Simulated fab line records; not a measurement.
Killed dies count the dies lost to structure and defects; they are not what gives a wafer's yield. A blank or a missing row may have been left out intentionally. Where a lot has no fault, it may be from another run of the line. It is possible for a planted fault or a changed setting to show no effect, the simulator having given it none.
Struck lot and sound lot, side by side | flow n5_finfet | 37 steps out of a route of 1938
Sound: the wafers L633.2, L633.5, L633.6. Struck: wafers L632.2, L632.3, L632.5. At the end, the cause is stated.
For every step that has rows: the tool of each side, followed by ch and its chambers, followed by its first start. Under that, the readings that differ: sound wafers | struck wafers | difference of the means | sigmas: that difference in standard deviations of wafers without a fault.
alike: readings whose means differ by less than 2 such deviations, and words and numbers that are the same on both sides. not compared: withheld readings, readings that some wafer has no value for, bounds like >300 that may hide the same value, and numbers for which the record gives no deviation and whose values overlap.
A row with sigmas, a row that says differs or no value, or rows on one side alone: a step with any of these is where the two part. Non-overlapping numbers with no deviation appear without sigmas and do not part them. A reading that every wafer of one side lacks parts them only if that side has two wafers or more.

first, 9 steps without rows for these wafers: N5_BEOL_M4_ANNEAL_95 (time 240 s); N5_BEOL_M4_SPUTTER_96 (material Cu, target thk 4.5 nm, time 8.29 s); N5_BEOL_M4_ECD_50 (material Cu, target thk 300 nm); N5_BEOL_M4_ANNEAL_51 (time 90 s); N5_BEOL_M4_CMP_52 (polishes, stops on SiOC, t overpolish 6.8 s, target thk 40 nm); N5_BEOL_M4_PRE_CLEAN_60 (time 15 s); N5_BEOL_M4_CO_CAP_55 (material Co, precursor CCTBA/H2, target thk 2 nm, time 102.1 s); N5_BEOL_M4_PRE_CLEAN_56 (time 15 s); N5_BEOL_M4_DEP_57 (deposits SiCN from 3MS/NH3, target thk 8 nm, time 14 s).
N5_BEOL_M4_RC_MEAS_101:
  sound on prober-01 ch 0, day 12 09:49; struck on prober-02 ch 0, day 12 08:55
  alike: DIBL_N, DIBL_P, IOFF_N, IOFF_P, ION_N, ION_P, SS_N, SS_P, VT_N, VT_P
then, 24 steps without rows for these wafers: N5_BEOL_M5_ILD_DEP_00 (deposits SiCOH lowk from DEMS/porogen, target thk 140.64 nm, time 25.9 s); N5_BEOL_M5_CURE_79 (cures SiCOH lowk, time 240 s); N5_BEOL_M5_PECVD_70 (deposits SiO2 from TEOS/O2, target thk 16 nm, time 18 s); N5_BEOL_M5_HM_DEP_02 (deposits TiN, target thk 20 nm); N5_BEOL_M5_COAT_59 (time 60 s, resist thk 60 nm); N5_BEOL_M5_COAT_60 (time 60 s, resist thk 12 nm); N5_BEOL_M5_COAT_71 (time 60 s, resist thk 5 nm); N5_BEOL_M5_COAT_05 (resist thk 30 nm); N5_BEOL_M5_EBR_07; N5_BEOL_M5_SOFTBAKE_06 (time 60 s); N5_BEOL_M5_EXPOSE_08 (exposes mask M5, target cd 28 nm); N5_BEOL_M5_PEB_09 (peb time 60 s); N5_BEOL_M5_DEVELOP_10 (develop time 30 s); N5_BEOL_M5_DESCUM_16 (chemistry O2, time 7 s); N5_BEOL_M5_ETCH_72 (etches underlayer in N2/H2, target depth 6.5 nm, time 5.2 s); N5_BEOL_M5_ETCH_61 (etches SiARC in CF4, target depth 15.6 nm, time 26 s); N5_BEOL_M5_ETCH_62 (etches SOC in N2/H2, target depth 75 nm, overetch 15 nm, time 112.5 s); N5_BEOL_M5_STRIP_63 (strips in N2/H2); N5_BEOL_M5_STRIP_73 (strips in N2/H2); N5_BEOL_M5_STRIP_64 (strips in CF4); N5_BEOL_M5_HM_OPEN_17 (chemistry Cl2/BCl3, target TiN, target depth 20 nm, overetch 6 nm); N5_BEOL_M5_STRIP_19 (strips in O2); N5_BEOL_M5_COAT_65 (time 60 s, resist thk 60 nm); N5_BEOL_M5_COAT_66 (time 60 s, resist thk 12 nm).
-- a jump in the record: the struck wafers' starts before and after are 3 days apart (it breaks off in module BEOL_M5 and resumes in module BEOL_M14, where the first step shown is number 1757 of the route) --
N5_BEOL_M14_ETCH_38: etches SiCN in CF4/N2, target depth 106.5 nm, time 120.6 s.
  sound on rie_diel-03 ch 0,1,3, day 15 15:41; struck on rie_diel-05 ch 1,2,3, day 15 18:45
  no value came back on the struck wafers for any of 8 readings (bias_w (W), cf4_flow_sccm (sccm) and others); on the sound wafers bias_w (W) reads 69.88 70.03 70.17
  reading                                       | sound          | struck         | difference | sigmas
  model.SiO2_of_BEOL_M14_ILD_DEP_00.thk_nm (nm) | 1068 1077 1063 | 1102 1116 1145 | +52        |
  not compared: rf_hours_counter_h
N5_BEOL_M14_CMP_49: polishes, stops on SiO2, t overpolish 5.2 s, target thk 560 nm.
  sound on cmp-04 ch 1,2,3, day 15 17:48; struck on cmp-02 ch 0,2,3, day 15 20:09
  reading                                       | sound          | struck         | difference | sigmas
  model.SiO2_of_BEOL_M14_ILD_DEP_00.thk_nm (nm) | 1053 1062 1048 | 1087 1101 1130 | +52        |
  alike: motor_current_A, retaining_ring_pressure_frac
  not compared: pad_life_wafers
N5_PASSIVATION_PROBE_49:
  record: rows for the struck wafers here (prober-01, day 16 23:22), none for the sound ones

WHERE THEY PART
Last at N5_PASSIVATION_PROBE_49 as far as this record goes, first at N5_BEOL_M14_ETCH_38.

WHY: what had been put in by the simulator
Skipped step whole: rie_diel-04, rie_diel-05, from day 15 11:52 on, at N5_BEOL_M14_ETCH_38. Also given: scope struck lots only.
